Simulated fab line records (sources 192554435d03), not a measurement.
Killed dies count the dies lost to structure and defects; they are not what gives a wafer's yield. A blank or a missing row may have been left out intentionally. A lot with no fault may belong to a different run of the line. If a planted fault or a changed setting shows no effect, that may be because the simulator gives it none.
Which tool was responsible? -- flow n5Finfet -- 72 wafers from 24 lots sampled at 6 of the route's 1938 steps

== WHAT EACH GAUGE READ, for each wafer ==
N5_BEOL_M6_RS_MEAS_57: uses a four-point probe to measure.
lot,measured,on,M6_RS (ohm/sq)
L074,day 8 17:22,filmMetro-01,0.281 0.293 0.301
L075,day 8 22:56,filmMetro-01,0.281 0.277 0.284
L076,day 9 01:34,filmMetro-01,0.285 0.299 0.295
L077,day 9 09:51,filmMetro-01,0.294 0.295 0.290
L078,day 9 11:02,filmMetro-02,0.267 0.282 0.284
L079,day 10 00:41,filmMetro-02,0.296 0.283 0.320
L080,day 10 05:34,filmMetro-01,0.289 0.281 0.287
L081,day 10 09:41,filmMetro-02,0.290 0.282 0.293
L082,day 10 23:11,filmMetro-01,0.281 0.264 0.288
L083,day 11 02:22,filmMetro-02,0.279 0.311 0.281
L084,day 11 07:10,filmMetro-01,0.278 0.267 0.277
L085,day 11 08:17,filmMetro-01,0.287 0.283 0.296
L086,day 12 03:14,filmMetro-01,0.289 0.283 0.270
L087,day 12 04:43,filmMetro-02,0.285 0.283 0.297
L088,day 12 05:07,filmMetro-01,0.281 0.303 0.284
L089,day 12 07:09,filmMetro-01,0.293 0.278 0.278
L090,day 12 16:31,filmMetro-01,0.295 0.282 0.275
L091,day 13 01:13,filmMetro-02,0.293 0.278 0.291
L092,day 13 04:52,filmMetro-01,0.296 0.287 0.292
L094,day 13 22:23,filmMetro-01,0.266 0.286 0.277
L093,day 13 23:14,filmMetro-01,0.306 0.286 0.270
L095,day 14 03:24,filmMetro-02,0.278 0.299 0.283
L096,day 14 15:55,filmMetro-02,0.278 0.288 0.292
L097,day 14 18:28,filmMetro-02,0.294 0.292 0.291

N5_BEOL_M7_INSPECT_58: inspects for defects (darkfield).
lot,measured,on,rawDefectCount
L074,day 8 23:14,defectInspect-02,91 63 76
L075,day 9 06:44,defectInspect-01,81 71 91
L076,day 9 09:26,defectInspect-02,61 62 63
L077,day 9 17:18,defectInspect-01,53 70 64
L078,day 9 18:20,defectInspect-02,47 112 88
L079,day 10 08:32,defectInspect-01,51 62 84
L080,day 10 13:56,defectInspect-01,90 96 90
L081,day 10 19:27,defectInspect-02,60 88 57
L082,day 11 07:26,defectInspect-01,56 65 69
L083,day 11 11:37,defectInspect-01,41 76 65
L084,day 11 14:49,defectInspect-01,51 66 96
L085,day 11 18:29,defectInspect-02,135 110 126
L086,day 12 11:19,defectInspect-02,97 62 47
L087,day 12 12:42,defectInspect-02,69 44 32
L088,day 12 12:58,defectInspect-02,67 83 109
L089,day 12 15:50,defectInspect-01,47 39 69
L090,day 13 01:19,defectInspect-02,51 80 38
L091,day 13 08:41,defectInspect-01,58 96 65
L092,day 13 11:06,defectInspect-01,37 30 27
L094,day 14 09:44,defectInspect-01,43 47 42
L093,day 14 09:27,defectInspect-01,106 79 71
L095,day 14 10:15,defectInspect-02,75 82 96
L096,day 14 23:51,defectInspect-02,83 79 99
L097,day 15 02:39,defectInspect-01,53 80 89

== EACH LOT AND THE TOOL THAT RAN IT (in order: tool; ch and the chambers of the sampled wafers; start) ==
lot,N5_BEOL_M6_ANNEAL_51,N5_BEOL_M6_DEP_56,N5_BEOL_M7_STRIP_80,N5_BEOL_M7_CMP_52
L074,"rtpAnneal-01 ch 0, day 8 16:38","pecvd-01 ch 0,1,2, day 8 17:18","rieDiel-01 ch 1,2, day 8 22:50 or earlier","cmp-03 ch 1,3, day 8 22:50"
L075,"rtpAnneal-01 ch 0, day 8 22:16","pecvd-02 ch 0,1,2, day 8 22:52","rieDiel-03 ch 0,1, day 9 06:19 or earlier","cmp-03 ch 0,1,3, day 9 06:19"
L076,"rtpAnneal-02 ch 0, day 9 00:53","pecvd-03 ch 0,1,2, day 9 01:30","rieDiel-03 ch 0,1,3, day 9 08:59 or earlier","cmp-02 ch 1,3, day 9 08:59"
L077,"rtpAnneal-02 ch 0, day 9 09:07","pecvd-03 ch 0,2, day 9 09:47","rieDiel-02 ch 2,3, day 9 16:51 or earlier","cmp-02 ch 1,2, day 9 16:51"
L078,"rtpAnneal-01 ch 0, day 9 10:18","pecvd-03 ch 0,1,2, day 9 10:58","rieDiel-01 ch 1,2,3, day 9 17:53 or earlier","cmp-02 ch 1,2, day 9 17:53"
L079,"rtpAnneal-01 ch 0, day 9 23:58","pecvd-03 ch 0,1,2, day 10 00:37","rieDiel-01 ch 1,2,3, day 10 08:05 or earlier","cmp-04 ch 0,1,3, day 10 08:05"
L080,"rtpAnneal-02 ch 0, day 10 04:50","pecvd-02 ch 1,2, day 10 05:30","rieDiel-01 ch 1,3, day 10 13:29 or earlier","cmp-03 ch 0,3, day 10 13:29"
L081,"rtpAnneal-01 ch 0, day 10 08:56","pecvd-01 ch 0,1, day 10 09:36","rieDiel-03 ch 2,3, day 10 18:52 or earlier","cmp-02 ch 2,3, day 10 18:52"
L082,"rtpAnneal-01 ch 0, day 10 22:28","pecvd-03 ch 0,1,2, day 10 23:07","rieDiel-02 ch 0,2, day 11 07:01 or earlier","cmp-03 ch 0,2,3, day 11 07:01"
L083,"rtpAnneal-01 ch 0, day 11 01:38","pecvd-02 ch 0,2, day 11 02:17","rieDiel-01 ch 0,1, day 11 11:10 or earlier","cmp-04 ch 2,3, day 11 11:10"
L084,"rtpAnneal-01 ch 0, day 11 06:25","pecvd-01 ch 1,2, day 11 07:05","rieDiel-03 ch 0,2,3, day 11 14:22 or earlier","cmp-04 ch 0,1,3, day 11 14:22"
L085,"rtpAnneal-01 ch 0, day 11 07:32","pecvd-01 ch 1,2, day 11 08:13","rieDiel-03 ch 0,2, day 11 18:02 or earlier","cmp-04 ch 0,1,3, day 11 18:02"
L086,"rtpAnneal-01 ch 0, day 12 02:31","pecvd-03 ch 0,1,2, day 12 03:10","rieDiel-03 ch 0,1,2, day 12 10:55 or earlier","cmp-04 ch 2,3, day 12 10:55"
L087,"rtpAnneal-02 ch 0, day 12 03:59","pecvd-02 ch 0,1,2, day 12 04:38","rieDiel-03 ch 1,2,3, day 12 12:15 or earlier","cmp-03 ch 0,2,3, day 12 12:15"
L088,"rtpAnneal-02 ch 0, day 12 04:28","pecvd-02 ch 0,1, day 12 05:03","rieDiel-02 ch 0,1, day 12 12:34 or earlier","cmp-04 ch 2,3, day 12 12:34"
L089,"rtpAnneal-02 ch 0, day 12 06:26","pecvd-03 ch 0,1,2, day 12 07:05","rieDiel-03 ch 0,1, day 12 15:23 or earlier","cmp-02 ch 1,3, day 12 15:23"
L090,"rtpAnneal-01 ch 0, day 12 15:50","pecvd-02 ch 0,1,2, day 12 16:26","rieDiel-02 ch 0,1,3, day 13 00:52 or earlier","cmp-04 ch 0,3, day 13 00:52"
L091,"rtpAnneal-01 ch 0, day 13 00:22","pecvd-01 ch 1,2, day 13 01:09","rieDiel-03 ch 1,2, day 13 08:14 or earlier","cmp-03 ch 0,3, day 13 08:14"
L092,"rtpAnneal-02 ch 0, day 13 03:40","pecvd-02 ch 0,1,2, day 13 04:47","rieDiel-02 ch 1,2,3, day 13 10:39 or earlier","cmp-04 ch 1,2,3, day 13 10:39"
L094,"rtpAnneal-02 ch 0, day 13 21:42","pecvd-03 ch 0,1,2, day 13 22:19","rieDiel-01 ch 0,2,3, day 14 09:18 or earlier","cmp-04 ch 1,3, day 14 09:18"
L093,"rtpAnneal-02 ch 0, day 13 22:31","pecvd-03 ch 0,1,2, day 13 23:10","rieDiel-03 ch 0,1,2, day 14 09:00 or earlier","cmp-03 ch 0,1,2, day 14 09:00"
L095,"rtpAnneal-01 ch 0, day 14 02:41","pecvd-03 ch 0,1,2, day 14 03:20","rieDiel-02 ch 0,3, day 14 09:52 or earlier","cmp-04 ch 1,2,3, day 14 09:52"
L096,"rtpAnneal-02 ch 0, day 14 15:01","pecvd-02 ch 0,1, day 14 15:50","rieDiel-01 ch 1,3, day 14 23:22 or earlier","cmp-04 ch 0,1,2, day 14 23:22"
L097,"rtpAnneal-02 ch 0, day 14 17:44","pecvd-01 ch 0,1,2, day 14 18:23","rieDiel-01 ch 0,2, day 15 02:17 or earlier","cmp-03 ch 0,2,3, day 15 02:17"
- N5_BEOL_M6_ANNEAL_51: time 90 s.
- N5_BEOL_M6_DEP_56: deposits SiCN from 3MS/NH3, target thk 10 nm, time 17.5 s.
- N5_BEOL_M7_STRIP_80: strips in N2/H2, time 10 s.
- N5_BEOL_M7_CMP_52: polishes, stops on SiCOH lowk, t overpolish 6.9 s, target thk 80 nm.

== AS READ BY THE TOOLS THEMSELVES (means over the sampled wafers that have a number; for cases with no such wafer, the mark the record gives instead) ==
N5_BEOL_M6_ANNEAL_51.
lot,tool,annealTempC (C),annealTempCMax,wafer_temp_C_max
L074,rtpAnneal-01,224.80,226.46,226.19
L075,rtpAnneal-01,225.27,226.65,226.14
L076,rtpAnneal-02,225.10,226.41,225.88
L077,rtpAnneal-02,224.89,226.16,226.11
L078,rtpAnneal-01,225.06,226.43,225.99
L079,rtpAnneal-01,224.94,226.20,226.00
L080,rtpAnneal-02,224.99,226.50,225.85
L081,rtpAnneal-01,225.04,226.54,226.01
L082,rtpAnneal-01,224.86,226.40,225.88
L083,rtpAnneal-01,225.06,226.84,225.99
L084,rtpAnneal-01,225.11,226.76,226.21
L085,rtpAnneal-01,224.92,226.56,226.31
L086,rtpAnneal-01,224.97,226.53,226.13
L087,rtpAnneal-02,225.14,226.43,226.00
L088,rtpAnneal-02,225.00,226.41,225.96
L089,rtpAnneal-02,225.04,226.25,226.20
L090,rtpAnneal-01,224.88,226.45,225.87
L091,rtpAnneal-01,225.01,226.52,225.90
L092,rtpAnneal-02,225.14,226.60,225.82
L094,rtpAnneal-02,225.06,226.78,225.88
L093,rtpAnneal-02,224.90,226.50,225.95
L095,rtpAnneal-01,224.82,226.13,225.88
L096,rtpAnneal-02,224.95,226.43,225.97
L097,rtpAnneal-02,224.95,226.14,226.03

N5_BEOL_M6_DEP_56.
lot,tool,showerheadPlenumPTorr (Torr),throttleValvePct (%)
L074,pecvd-01,3.663,9.0
L075,pecvd-02,3.673,9.2
L076,pecvd-03,3.653,8.8
L077,pecvd-03,3.654,8.9
L078,pecvd-03,3.655,8.9
L079,pecvd-03,3.657,9.0
L080,pecvd-02,3.676,9.1
L081,pecvd-01,3.667,8.8
L082,pecvd-03,3.662,8.9
L083,pecvd-02,3.660,9.4
L084,pecvd-01,3.659,8.6
L085,pecvd-01,3.662,8.5
L086,pecvd-03,3.658,8.8
L087,pecvd-02,3.675,9.4
L088,pecvd-02,3.669,9.4
L089,pecvd-03,3.652,8.9
L090,pecvd-02,3.673,9.3
L091,pecvd-01,3.658,8.6
L092,pecvd-02,3.669,9.2
L094,pecvd-03,3.655,8.9
L093,pecvd-03,3.658,8.9
L095,pecvd-03,3.661,8.9
L096,pecvd-02,3.671,9.3
L097,pecvd-01,3.668,8.8

N5_BEOL_M7_STRIP_80.
lot,tool,drypumpMotorCurrentA (A),h2FlowSccm (sccm),oesProductAu (a.u.),rfVppV (V),showerheadPlenumPTorr (Torr),throttleValvePct (%)
L074,rieDiel-01,5.8,200.2,0.74,58.8,2.49,23.7
L075,rieDiel-03,6.1,200.4,0.74,59.1,2.63,23.9
L076,rieDiel-03,5.9,199.4,0.73,58.6,2.55,23.6
L077,rieDiel-02,5.2,200.3,0.72,59.1,2.53,23.5
L078,rieDiel-01,5.7,199.8,0.73,59.5,2.50,23.8
L079,rieDiel-01,5.7,200.4,0.72,58.9,2.49,23.8
L080,rieDiel-01,5.4,199.8,0.72,59.0,2.52,23.7
L081,rieDiel-03,5.8,199.7,0.80,59.6,2.48,23.4
L082,rieDiel-02,5.9,200.3,0.71,59.6,2.53,24.4
L083,rieDiel-01,5.6,200.2,0.69,59.0,2.50,23.4
L084,rieDiel-03,5.8,199.8,0.80,58.1,2.56,23.4
L085,rieDiel-03,5.8,199.6,0.79,60.0,2.64,23.5
L086,rieDiel-03,6.0,199.7,0.80,59.5,2.64,23.7
L087,rieDiel-03,6.0,200.3,0.80,58.9,2.56,23.6
L088,rieDiel-02,6.0,199.8,0.82,59.1,2.49,23.8
L089,rieDiel-03,5.9,199.7,0.72,59.9,2.62,23.7
L090,rieDiel-02,5.8,200.1,0.79,59.1,2.51,23.8
L091,rieDiel-03,6.1,199.9,0.87,58.7,2.65,23.7
L092,rieDiel-02,5.5,200.8,0.77,59.1,2.50,23.4
L094,rieDiel-01,5.8,200.3,0.78,59.6,2.48,23.5
L093,rieDiel-03,6.0,199.8,0.79,60.0,2.63,23.7
L095,rieDiel-02,5.6,199.7,0.74,59.3,2.53,23.7
L096,rieDiel-01,5.5,199.8,0.68,59.4,2.50,23.6
L097,rieDiel-01,5.9,200.1,0.86,59.0,2.47,23.2

N5_BEOL_M7_CMP_52.
lot,tool,barrierFieldEndpointS (s),motorCurrentA (A),overpolishRunS (s),timeToEndpointS (s)
L074,cmp-03,29.6,6.9,6.900,66
L075,cmp-03,29.0,6.6,6.900,64
L076,cmp-02,30.0,6.0,6.903,62
L077,cmp-02,28.4,6.6,6.894,62
L078,cmp-02,29.5,6.3,6.896,62
L079,cmp-04,29.0,6.3,6.911,61
L080,cmp-03,29.7,6.8,6.897,65
L081,cmp-02,29.3,5.8,6.915,59
L082,cmp-03,29.2,6.4,6.895,59
L083,cmp-04,29.1,5.8,6.907,62
L084,cmp-04,28.2,6.4,6.901,58
L085,cmp-04,28.0,6.4,6.903,61
L086,cmp-04,28.7,5.6,6.899,63
L087,cmp-03,28.7,6.4,6.897,60
L088,cmp-04,28.5,6.1,6.899,60
L089,cmp-02,28.8,6.0,6.901,63
L090,cmp-04,29.3,6.1,6.898,58
L091,cmp-03,28.5,6.5,6.910,59
L092,cmp-04,29.4,6.1,6.905,62
L094,cmp-04,30.6,6.3,6.906,66
L093,cmp-03,27.8,6.6,6.900,56
L095,cmp-04,30.2,6.0,6.905,65
L096,cmp-04,29.6,6.1,6.912,63
L097,cmp-03,28.8,6.6,6.893,59

== THE ANSWER, worked out from the rows above alone ==
Rule: usual is defined by the lots themselves. Put in order of their means at a reading, lots are off if they are a third of the lots or fewer, leave a main group of 4 or more, and stand apart from it by a gap of 3 or more times the standard deviation of the main group's means; of several such gaps the widest counts. Not used: any main group whose means are identical at the precision the tables above print for the reading. A lot without any number at a reading at which 4 lots or more have one is off too. The other lots that the step has rows for count as sound. The gauges are gone through in route order, then the tools' own readings, and for those a lot's mean is taken as printed above. The first step at which some lot is off is used, and at that step the reading that is off furthest; a lot without a number counts as furthest.
No lot is off at any reading shown: from this, nothing can be told.

== WHAT WAS PUT IN BY THE SIMULATOR ==
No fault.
